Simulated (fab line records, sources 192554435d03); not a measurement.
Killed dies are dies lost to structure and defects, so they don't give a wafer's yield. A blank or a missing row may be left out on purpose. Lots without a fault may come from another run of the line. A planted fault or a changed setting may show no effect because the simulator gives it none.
Chamber matching | flow n5_finfet | N5_BEOL_M5_ETCH_75 on rie_diel-03: 4 sister chambers
The step etches underlayer in N2/H2, target depth 6.5 nm, time 5.2 s. 16 wafers are shown with their chamber, then 8 later ones without.

WAFERS WITH THEIR CHAMBER
wafer  | chamber | throttle_valve_pct (%) | showerhead_plenum_p_Torr (Torr) | drypump_motor_current_A (A)
L077.3 | 3       | 18.54                  | 2.65                            | 5.9
L077.4 | 0       | 18.07                  | 2.65                            | 5.9
L077.5 | 0       | 18.06                  | 2.65                            | 5.9
L078.1 | 2       | 18.18                  | 2.57                            | 5.7
L078.3 | 1       | 18.23                  | 2.64                            | 6.4
L078.4 | 0       | 18.07                  | 2.65                            | 5.9
L080.2 | 3       | 18.57                  | 2.64                            | 5.9
L080.3 | 0       | 18.07                  | 2.65                            | 5.9
L080.4 | 1       | 18.23                  | 2.64                            | 6.5
L081.1 | 0       | 18.09                  | 2.64                            | 5.9
L081.3 | 1       | 18.25                  | 2.64                            | 6.4
L081.6 | 3       | 18.59                  | 2.64                            | 5.8
L083.2 | 1       | 18.24                  | 2.64                            | 6.4
L083.3 | 2       | 18.20                  | 2.57                            | 5.6
L083.6 | 0       | 18.09                  | 2.64                            | 5.9
L094.2 | 2       | 18.19                  | 2.56                            | 5.6

SIGNATURES (means of the wafers above)
reading                  | chamber 0 | chamber 1 | chamber 2 | chamber 3 | scatter within a chamber
throttle_valve_pct       | 18.0750   | 18.2375   | 18.1900   | 18.5667   | 0.0144
showerhead_plenum_p_Torr | 2.6467    | 2.6400    | 2.5667    | 2.6433    | 0.00471
drypump_motor_current_A  | 5.900     | 6.425     | 5.633     | 5.867     | 0.0417
Rule: a wafer's distance from a chamber is the root of the sum, over the readings, of the square of ((its reading less the chamber's mean) divided by the reading's scatter). The wafer belongs to the nearest chamber; if the next one is less than 2 further off, it can't be placed. The scatter: the root of (the sum of the squares of (reading less its chamber's mean) over the shown wafers, divided by (wafers less chambers)).

WAFERS WITHOUT THEIR CHAMBER
wafer  | throttle_valve_pct (%) | showerhead_plenum_p_Torr (Torr) | drypump_motor_current_A (A)
L094.3 | 18.27                  | 2.63                            | 6.4
L094.4 | 18.27                  | 2.63                            | 6.4
L097.1 | 18.19                  | 2.63                            | 5.9
L097.2 | 18.22                  | 2.56                            | 5.6
L097.3 | 18.17                  | 2.63                            | 5.9
L097.4 | 17.85                  | 2.63                            | 6.5
L097.5 | 17.86                  | 2.63                            | 6.4
L097.6 | 18.16                  | 2.63                            | 5.9

WHICH CHAMBER EACH WENT THROUGH
wafer  | from the rows above | in truth
L094.3 | 1                   | 1
L094.4 | 1                   | 1
L097.1 | 0                   | 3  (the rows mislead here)
L097.2 | 2                   | 2
L097.3 | 0                   | 0
L097.4 | 0                   | 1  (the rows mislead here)
L097.5 | 0                   | 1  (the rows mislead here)
L097.6 | 0                   | 0
Placed correctly: 5 of 8. Can't be placed from these rows: 0. Placed wrongly: 3.
